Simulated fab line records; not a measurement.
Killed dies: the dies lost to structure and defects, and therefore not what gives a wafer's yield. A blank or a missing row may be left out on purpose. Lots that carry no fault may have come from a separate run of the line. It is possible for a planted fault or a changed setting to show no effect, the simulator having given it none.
Matching of chambers | flow n5-finfet | ald-metal-03 running N5_BEOL_M5_ALD_86: 4 sister chambers
The step deposits TaN, pulse time 2 s, purge time 3 s, co reactant purge time 2 s. 18 wafers are shown with their chamber, then 9 later ones without.

EACH WAFER AND ITS CHAMBER
wafer  | chamber | heater-power-w (W) | precursor-vessel-pressure-torr (Torr)
L077.2 | 2       | 490                | 26.24
L077.3 | 1       | 432                | 26.14
L077.4 | 3       | 367                | 26.24
L078.3 | 2       | 482                | 26.28
L078.4 | 3       | 377                | 26.23
L078.6 | 0       | 396                | 26.25
L081.2 | 1       | 441                | 26.24
L081.4 | 2       | 502                | 26.24
L081.6 | 2       | 494                | 26.22
L085.4 | 2       | 481                | 26.26
L085.5 | 2       | 478                | 26.27
L085.6 | 3       | 371                | 26.24
L086.2 | 3       | 363                | 26.28
L086.4 | 1       | 428                | 26.19
L086.6 | 2       | 496                | 26.23
L087.1 | 0       | 399                | 26.18
L087.2 | 1       | 433                | 26.24
L087.3 | 3       | 374                | 26.24

SIGNATURES (averages over the wafers above)
reading                        | chamber 0 | chamber 1 | chamber 2 | chamber 3 | scatter within a chamber
heater-power-w                 | 397.50    | 433.50    | 489.00    | 370.40    | 7.04
precursor-vessel-pressure-torr | 26.2150   | 26.2025   | 26.2486   | 26.2460   | 0.0313
Rule: a wafer's distance from a chamber is the root of the sum, over the readings, of the square of ((its reading less the chamber's mean) divided by the reading's scatter). The wafer belongs to the nearest chamber; if the next one is less than 2 further off, it can't be placed. The scatter: the root of (the sum of the squares of (reading less its chamber's mean) over the shown wafers, divided by (wafers less chambers)).

WAFERS WHOSE CHAMBER IS MISSING
wafer  | heater-power-w (W) | precursor-vessel-pressure-torr (Torr)
L091.3 | 432                | 26.30
L091.4 | 495                | 26.21
L091.6 | 439                | 26.31
L093.1 | 443                | 26.26
L093.4 | 481                | 26.28
L093.6 | 438                | 26.24
L096.2 | 497                | 26.21
L096.3 | 391                | 26.22
L096.5 | 439                | 26.23

WHICH CHAMBER EACH WENT THROUGH
wafer  | from the rows above | in truth
L091.3 | 1                   | 1
L091.4 | 2                   | 2
L091.6 | 1                   | 1
L093.1 | 1                   | 1
L093.4 | 2                   | 2
L093.6 | 1                   | 1
L096.2 | 2                   | 2
L096.3 | 0                   | 0
L096.5 | 1                   | 1
Correctly placed: 9 of 9. Left unplaced by these rows: 0. 0 placed wrongly.
